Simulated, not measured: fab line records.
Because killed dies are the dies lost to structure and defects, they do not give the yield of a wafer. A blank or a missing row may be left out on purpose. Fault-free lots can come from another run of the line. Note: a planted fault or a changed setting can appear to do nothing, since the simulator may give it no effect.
Chamber matching / flow n5-finfet / 3 sister chambers for N5_BEOL_M7_PECVD_70 on pecvd-01
The step deposits SiO2 from TEOS/O2, target thk 20 nm, time 22.7 s. 16 wafers are shown with their chamber, then 8 later ones without.

WAFERS, EACH WITH ITS CHAMBER
wafer=L077.1; chamber=2; throttle-valve-pct (%)=21.3; showerhead-plenum-p-Torr (Torr)=8.82; heater-power-w (W)=601
wafer=L077.3; chamber=1; throttle-valve-pct (%)=22.8; showerhead-plenum-p-Torr (Torr)=8.79; heater-power-w (W)=854
wafer=L077.6; chamber=2; throttle-valve-pct (%)=21.2; showerhead-plenum-p-Torr (Torr)=8.82; heater-power-w (W)=627
wafer=L078.1; chamber=0; throttle-valve-pct (%)=23.6; showerhead-plenum-p-Torr (Torr)=8.85; heater-power-w (W)=795
wafer=L078.3; chamber=2; throttle-valve-pct (%)=21.3; showerhead-plenum-p-Torr (Torr)=8.84; heater-power-w (W)=712
wafer=L078.6; chamber=2; throttle-valve-pct (%)=21.4; showerhead-plenum-p-Torr (Torr)=8.83; heater-power-w (W)=694
wafer=L081.2; chamber=1; throttle-valve-pct (%)=22.9; showerhead-plenum-p-Torr (Torr)=8.78; heater-power-w (W)=912
wafer=L081.3; chamber=0; throttle-valve-pct (%)=24.0; showerhead-plenum-p-Torr (Torr)=8.84; heater-power-w (W)=783
wafer=L081.5; chamber=2; throttle-valve-pct (%)=21.4; showerhead-plenum-p-Torr (Torr)=8.83; heater-power-w (W)=729
wafer=L083.2; chamber=2; throttle-valve-pct (%)=21.4; showerhead-plenum-p-Torr (Torr)=8.82; heater-power-w (W)=736
wafer=L083.4; chamber=1; throttle-valve-pct (%)=22.9; showerhead-plenum-p-Torr (Torr)=8.78; heater-power-w (W)=911
wafer=L083.5; chamber=0; throttle-valve-pct (%)=23.9; showerhead-plenum-p-Torr (Torr)=8.85; heater-power-w (W)=698
wafer=L085.3; chamber=2; throttle-valve-pct (%)=21.7; showerhead-plenum-p-Torr (Torr)=8.80; heater-power-w (W)=686
wafer=L085.4; chamber=1; throttle-valve-pct (%)=22.6; showerhead-plenum-p-Torr (Torr)=8.77; heater-power-w (W)=842
wafer=L085.6; chamber=2; throttle-valve-pct (%)=21.3; showerhead-plenum-p-Torr (Torr)=8.85; heater-power-w (W)=695
wafer=L088.1; chamber=2; throttle-valve-pct (%)=21.6; showerhead-plenum-p-Torr (Torr)=8.85; heater-power-w (W)=619

SIGNATURES (means of the wafers above)
reading=throttle-valve-pct; chamber 0=23.833; chamber 1=22.800; chamber 2=21.400; scatter within a chamber=0.163
reading=showerhead-plenum-p-Torr; chamber 0=8.8467; chamber 1=8.7800; chamber 2=8.8289; scatter within a chamber=0.0135
reading=heater-power-w; chamber 0=758.67; chamber 1=879.75; chamber 2=677.67; scatter within a chamber=47.6
Rule: distance of a wafer from a chamber = root of the sum over the readings of ((wafer's reading minus chamber's mean) / reading's scatter) squared. If the next closest chamber is less than 2 further off than the closest, the wafer can't be placed; otherwise it belongs to the closest. The scatter is the square root of a quotient: the sum, over the shown wafers, of each reading's squared deviation from its chamber's mean, divided by wafers minus chambers.

WAFERS WITH NO CHAMBER GIVEN
wafer=L088.3; throttle-valve-pct (%)=22.9; showerhead-plenum-p-Torr (Torr)=8.79; heater-power-w (W)=922
wafer=L088.5; throttle-valve-pct (%)=24.0; showerhead-plenum-p-Torr (Torr)=8.85; heater-power-w (W)=770
wafer=L094.1; throttle-valve-pct (%)=23.1; showerhead-plenum-p-Torr (Torr)=8.76; heater-power-w (W)=874
wafer=L094.4; throttle-valve-pct (%)=22.7; showerhead-plenum-p-Torr (Torr)=8.78; heater-power-w (W)=864
wafer=L094.6; throttle-valve-pct (%)=23.7; showerhead-plenum-p-Torr (Torr)=8.85; heater-power-w (W)=837
wafer=L097.2; throttle-valve-pct (%)=21.5; showerhead-plenum-p-Torr (Torr)=8.84; heater-power-w (W)=699
wafer=L097.5; throttle-valve-pct (%)=24.1; showerhead-plenum-p-Torr (Torr)=8.85; heater-power-w (W)=822
wafer=L097.6; throttle-valve-pct (%)=21.7; showerhead-plenum-p-Torr (Torr)=8.81; heater-power-w (W)=697

THE CHAMBER EACH PASSED THROUGH
wafer=L088.3; from the rows above=1; in truth=1
wafer=L088.5; from the rows above=0; in truth=0
wafer=L094.1; from the rows above=1; in truth=1
wafer=L094.4; from the rows above=1; in truth=1
wafer=L094.6; from the rows above=0; in truth=0
wafer=L097.2; from the rows above=2; in truth=2
wafer=L097.5; from the rows above=0; in truth=0
wafer=L097.6; from the rows above=2; in truth=2
Correct placement for 8 of the 8. Can't be placed from these rows: 0. Number placed wrongly: 0.
